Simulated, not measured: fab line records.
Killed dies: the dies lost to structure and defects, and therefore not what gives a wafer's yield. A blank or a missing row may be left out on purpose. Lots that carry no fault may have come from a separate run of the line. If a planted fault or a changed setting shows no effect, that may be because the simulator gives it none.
fab line records	flow n5-finfet
record: lots: 11	wafers: 30	last-day: 18
route steps=1938 shown BEOL_M4@1090
lots with no fault: from the same line, run without faults
start-h: start of the lot's first displayed wafer, in hours after the record's first day	wait-h: hours from the lot's prior step to this one	" as in the row above	L1.1+2: a single row standing in for several wafers	- no value, or no start was given	* or withheld: withheld	< > ~ a bound
route shown NAME@n: names a module that has steps shown in the file, with the first one's number in the route	usual: average and standard deviation across the fault-free wafers	same: alike in all rows	chamber/n: place in a boat	sites: per-site readings	_std_site: standard deviation of those values	_edge_site: inner sites' mean taken away from outer sites' mean	radius-mm: how far each site lies from the wafer's centre	mask NAME#n: copy n	behind: tool/chamber where the wafer was last shaped	hold: why the lot went on hold/how many hours it stayed there/how the hold came to an end	device: transistor that didn't switch, given as n, p or np	end of line: the tests these same wafers got at the end of their route	step lacking rows: just its recipe	killed: count of dies lost to structure and defects at first sort (not the wafer's yield)	map: the dies of a wafer, with x for killed, . for not killed, _ for no die there
set.NAME: the run value of the setting; set.NAME@STEP: its run value at that earlier step	model.NAME: the simulator's own value behind a step, which no gauge read
route steps across a sampled set of lots; one table per step, one row per wafer
services: when a tool's chamber went out of use (start-h, in hours from the record's first day, below 0 if earlier), for how many hours, and the reason
== steps ==
step: N5_BEOL_M4_SPUTTER_86
recipe: material: Cu	target-thk-a: 45	temp-c: -20	chamber-pressure-pa: 0.07	power-w: withheld	time-s: 8.29
usual: substrate-temp-c: -20.00/0.11	throttle-valve-pct: 30.2/0.98
lot.wafer	tool	chamber	start-h	wait-h	substrate-temp-c	throttle-valve-pct
L944.3	pvd-sputter-03	-	168.55	0.1	-20.00	28.6
L944.4	"	-	"	"	-19.92	30.2
L944.5	"	-	"	"	-20.08	28.5
L945.3	pvd-sputter-01	-	173.12	0.1	-19.98	30.1
L945.4	"	-	"	"	-20.16	31.8
L945.6	"	-	"	"	-20.00	29.8
L946.3	pvd-sputter-01	-	182.07	0.1	-19.84	30.1
L946.4	"	-	"	"	-19.86	31.8
L946.6	"	-	"	"	-19.99	29.9
L949.1	pvd-sputter-01	-	198.29	0.1	-19.97	30.4
L949.3	"	-	"	"	-19.95	30.2
L949.6	"	-	"	"	-19.96	29.9
L950.2	pvd-sputter-03	-	217.59	0.1	-20.20	28.6
L950.4	"	-	"	"	-20.01	30.2
L950.6	"	-	"	"	-19.94	31.3
L951.1	pvd-sputter-02	-	251.50	0.1	-20.07	31.9
L951.2	"	-	"	"	-19.98	29.9
L954.2	pvd-sputter-01	-	253.33	0.1	-20.02	32.1
L954.4	"	-	"	"	-19.91	29.9
L954.5	"	-	"	"	-20.17	30.0
L953.2	pvd-sputter-01	-	258.91	0.1	-20.00	29.9
L953.5	"	-	"	"	-19.86	31.7
L956.1	pvd-sputter-02	-	259.05	0.1	-19.96	28.3
L956.4	"	-	"	"	-20.06	30.1
L959.1	pvd-sputter-02	-	300.66	0.1	-19.99	31.8
L959.3	"	-	"	"	-19.70	30.0
L959.5	"	-	"	"	-20.02	30.4
L966.1	pvd-sputter-03	-	323.92	0.1	-20.29	28.3
L966.5	"	-	"	"	-20.13	31.3
L966.6	"	-	"	"	-20.11	30.3
step: N5_BEOL_M4_ANNEAL_87
recipe: temp-c: 400	time-s: 240	ambient: vacuum
usual: heater-power-w: 834/79
lot.wafer	tool	chamber	start-h	wait-h	heater-power-w
L944.3	pvd-sputter-03	-	168.63	0.0	838
L944.4	"	-	"	"	752
L944.5	"	-	"	"	854
L945.3	pvd-sputter-01	-	173.20	0.0	714
L945.4	"	-	"	"	930
L945.6	"	-	"	"	993
L946.3	pvd-sputter-01	-	182.15	0.0	750
L946.4	"	-	"	"	892
L946.6	"	-	"	"	976
L949.1	pvd-sputter-01	-	198.37	0.0	730
L949.3	"	-	"	"	980
L949.6	"	-	"	"	744
L950.2	pvd-sputter-03	-	217.67	0.0	815
L950.4	"	-	"	"	715
L950.6	"	-	"	"	897
L951.1	pvd-sputter-02	-	251.58	0.0	851
L951.2	"	-	"	"	812
L954.2	pvd-sputter-01	-	253.41	0.0	913
L954.4	"	-	"	"	744
L954.5	"	-	"	"	743
L953.2	pvd-sputter-01	-	258.99	0.0	741
L953.5	"	-	"	"	918
L956.1	pvd-sputter-02	-	259.13	0.0	840
L956.4	"	-	"	"	891
L959.1	pvd-sputter-02	-	300.75	0.0	826
L959.3	"	-	"	"	816
L959.5	"	-	"	"	902
L966.1	pvd-sputter-03	-	324.00	0.0	826
L966.5	"	-	"	"	910
L966.6	"	-	"	"	730
step: N5_BEOL_M4_SPUTTER_96
recipe: material: Cu	target-thk-a: 45	temp-c: -20	chamber-pressure-pa: 0.07	power-w: withheld	time-s: 8.29
usual: substrate-temp-c: -19.98/0.11	throttle-valve-pct: 30.2/0.99
lot.wafer	tool	chamber	start-h	wait-h	substrate-temp-c	throttle-valve-pct
L944.3	pvd-sputter-03	-	169.65	0.1	-20.02	28.6
L944.4	"	-	"	"	-20.13	30.0
L944.5	"	-	"	"	-19.92	28.5
L945.3	pvd-sputter-01	-	174.22	0.1	-20.01	29.9
L945.4	"	-	"	"	-20.01	32.0
L945.6	"	-	"	"	-19.93	30.1
L946.3	pvd-sputter-01	-	183.17	0.1	-19.95	29.9
L946.4	"	-	"	"	-20.19	31.6
L946.6	"	-	"	"	-19.99	30.1
L949.1	pvd-sputter-01	-	199.39	0.1	-19.89	30.2
L949.3	"	-	"	"	-20.00	30.4
L949.6	"	-	"	"	-19.90	29.9
L950.2	pvd-sputter-03	-	218.69	0.1	-19.89	28.6
L950.4	"	-	"	"	-19.90	30.1
L950.6	"	-	"	"	-20.03	31.5
L951.1	pvd-sputter-02	-	252.60	0.1	-20.15	31.8
L951.2	"	-	"	"	-19.80	29.6
L954.2	pvd-sputter-01	-	254.43	0.1	-20.03	32.0
L954.4	"	-	"	"	-19.93	30.3
L954.5	"	-	"	"	-20.01	30.1
L953.2	pvd-sputter-01	-	260.01	0.1	-19.94	30.1
L953.5	"	-	"	"	-20.06	31.6
L956.1	pvd-sputter-02	-	260.15	0.1	-20.03	28.2
L956.4	"	-	"	"	-20.17	30.0
L959.1	pvd-sputter-02	-	301.85	0.1	-19.97	31.8
L959.3	"	-	"	"	-20.01	29.6
L959.5	"	-	"	"	-20.02	30.0
L966.1	pvd-sputter-03	-	325.02	0.1	-20.09	28.5
L966.5	"	-	"	"	-19.96	31.4
L966.6	"	-	"	"	-20.13	30.1
step: N5_BEOL_M4_CO_CAP_55
recipe: material: Co	target-thk-a: 20	temp-c: 200	precursor: CCTBA/H2	pressure-torr: 30	time-s: 102.1
usual: heater-power-w: 235/9.2	run-length-s: 125.2/0.34
lot.wafer	tool	chamber	start-h	wait-h	heater-power-w	run-length-s
L944.3	cvd-co-01	2	170.52	0.0	227	125.0
L944.4	"	1	"	"	245	125.2
L944.5	"	0	"	"	240	125.4
L945.3	cvd-co-02	0	175.14	0.1	226	125.9
L945.4	"	1	"	"	225	125.3
L945.6	"	0	"	"	231	126.0
L946.3	cvd-co-01	1	184.41	0.0	242	125.3
L946.4	"	1	"	"	240	125.4
L946.6	"	2	"	"	227	125.1
L949.1	cvd-co-01	0	200.26	0.0	248	125.2
L949.3	"	2	"	"	228	125.7
L949.6	"	0	"	"	249	124.9
L950.2	cvd-co-01	1	219.55	0.0	246	125.1
L950.4	"	1	"	"	236	125.2
L950.6	"	2	"	"	234	125.3
L951.1	cvd-co-01	2	253.46	0.0	235	168.5
L951.2	"	0	"	"	250	125.3
L954.2	cvd-co-02	1	255.36	0.0	233	125.3
L954.4	"	1	"	"	236	125.2
L954.5	"	2	"	"	231	124.5
L953.2	cvd-co-01	2	260.89	0.0	232	125.2
L953.5	"	0	"	"	247	168.6
L956.1	cvd-co-01	1	261.01	0.0	243	168.5
L956.4	"	1	"	"	243	125.0
L959.1	cvd-co-02	2	302.72	0.0	217	125.0
L959.3	"	1	"	"	234	125.8
L959.5	"	1	"	"	235	125.0
L966.1	cvd-co-02	0	326.15	0.0	225	125.3
L966.5	"	0	"	"	230	125.6
L966.6	"	2	"	"	221	124.7
step: N5_BEOL_M4_RC_MEAS_101
usual: DIBL_N: 36.3/2	DIBL_P: 36.3/2.4	IOFF_N: 0.16/0.034	IOFF_P: 0.21/0.035	ION_N: 672/12	ION_P: 459/6.5	SS_N: 71.6/0.67	SS_P: 73.3/0.71	VT_N: 250/3.5	VT_P: -251/3
lot.wafer	tool	chamber	start-h	wait-h	DIBL_N[mV/V]	DIBL_P[mV/V]	IOFF_N[nA/um]	IOFF_P[nA/um]	ION_N[uA/um]	ION_P[uA/um]	SS_N[mV/dec]	SS_P[mV/dec]	VT_N[mV]	VT_P[mV]
L944.3	prober-01	0	171.06	0.3	35.5	35.7	0.15	0.20	662	458	71.6	73.3	250	-251
L944.4	"	0	"	"	35.7	35.9	0.15	0.21	661	459	71.4	72.8	254	-251
L944.5	"	0	"	"	34.9	34.7	0.13	0.19	655	450	71.9	72.6	251	-251
L945.3	prober-02	0	175.68	0.3	32.6	31.7	0.10	0.15	651	456	70.0	72.0	259	-256
L945.4	"	0	"	"	32.3	31.6	0.10	0.15	653	453	69.8	71.8	256	-253
L945.6	"	0	"	"	32.3	31.5	0.10	0.15	664	456	70.1	72.1	257	-254
L946.3	prober-02	0	184.97	0.3	35.0	34.4	0.14	0.18	666	453	71.1	73.2	249	-254
L946.4	"	0	"	"	33.2	31.5	0.10	0.13	647	440	70.8	72.8	256	-256
L946.6	"	0	"	"	33.3	32.3	0.11	0.15	650	452	70.9	72.7	256	-253
L949.1	prober-01	0	200.49	0.0	34.8	35.7	0.14	0.19	674	460	71.6	72.7	251	-250
L949.3	"	0	"	"	36.4	37.8	0.16	0.22	675	467	71.6	73.9	249	-249
L949.6	"	0	"	"	36.4	36.9	0.17	0.21	680	458	70.6	73.1	247	-251
L950.2	prober-02	0	219.97	0.2	31.6	31.6	0.11	0.16	650	451	71.4	72.7	258	-253
L950.4	"	0	"	"	33.2	33.4	0.13	0.18	660	457	70.7	72.2	252	-251
L950.6	"	0	"	"	33.5	34.0	0.14	0.20	668	458	71.6	73.1	251	-248
L951.1	prober-02	0	253.69	0.0	36.3	35.8	0.16	0.24	670	465	72.2	72.4	252	-246
L951.2	"	0	"	"	34.7	33.7	0.13	0.20	658	463	71.6	72.2	251	-250
L954.2	prober-01	0	255.75	0.2	36.1	37.2	0.15	0.21	664	455	71.5	73.3	249	-251
L954.4	"	0	"	"	35.3	36.9	0.16	0.21	692	476	71.4	73.0	247	-251
L954.5	"	0	"	"	37.2	38.8	0.19	0.23	683	462	72.4	73.6	246	-249
L956.1	prober-01	0	261.26	0.0	39.2	41.3	0.21	0.29	671	462	72.9	74.2	249	-248
L956.4	"	0	"	"	36.9	38.8	0.19	0.23	671	459	72.6	73.9	249	-249
L953.2	prober-02	0	261.27	0.2	36.4	36.9	0.15	0.20	659	451	71.3	73.2	254	-251
L953.5	"	0	"	"	37.1	37.6	0.17	0.24	673	465	71.4	73.6	251	-246
L959.1	prober-02	0	302.96	0.0	36.1	37.3	0.15	0.22	661	462	71.3	73.1	249	-248
L959.3	"	0	"	"	36.9	37.7	0.16	0.22	669	469	70.7	72.8	249	-245
L959.5	"	0	"	"	36.7	38.0	0.16	0.22	684	474	72.0	73.5	249	-248
L966.1	prober-01	0	326.38	0.0	36.8	37.1	0.19	0.22	680	459	71.8	73.0	248	-249
L966.5	"	0	"	"	37.2	37.9	0.20	0.24	679	459	72.0	73.4	246	-248
L966.6	"	0	"	"	36.1	36.1	0.18	0.21	684	462	72.0	72.6	245	-251
== services ==
tool	chamber	start-h	hours	kind
cvd-co-02	-	151.32	1.5	repair
cvd-co-02	-	167.38	4.1	repair
cvd-co-02	2	174.06	10.5	repair
pvd-sputter-02	-	197.53	7.5	repair
cvd-co-01	2	232.36	3.2	repair
cvd-co-02	-	262.33	0.7	repair
cvd-co-02	-	283.54	14.6	pm
== key ==
first-sign: step: N5_BEOL_M4_CO_CAP_55	reading: run-length-s	direction: up	sigmas: 99+	usual: *	struck: *
effect none on later readings
met-at N5_BEOL_M4_CO_CAP_55
struck-lots L951,L953,L956
struck-wafers L951.1,L953.5,L956.1
not-acting-at N5_BEOL_M4_SPUTTER_86,N5_BEOL_M4_ANNEAL_87,N5_BEOL_M4_SPUTTER_96
onset-between 219.55 253.46
fault: kind: process-parameter-drift	tool: cvd-co-01	chamber: -	onset-h: 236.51	steps: N5_BEOL_M4_CO_CAP_55	channel: time-s	offset: *	shape: step	end-h: 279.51	scope: struck-wafers-only	acts-in: *	stated: *
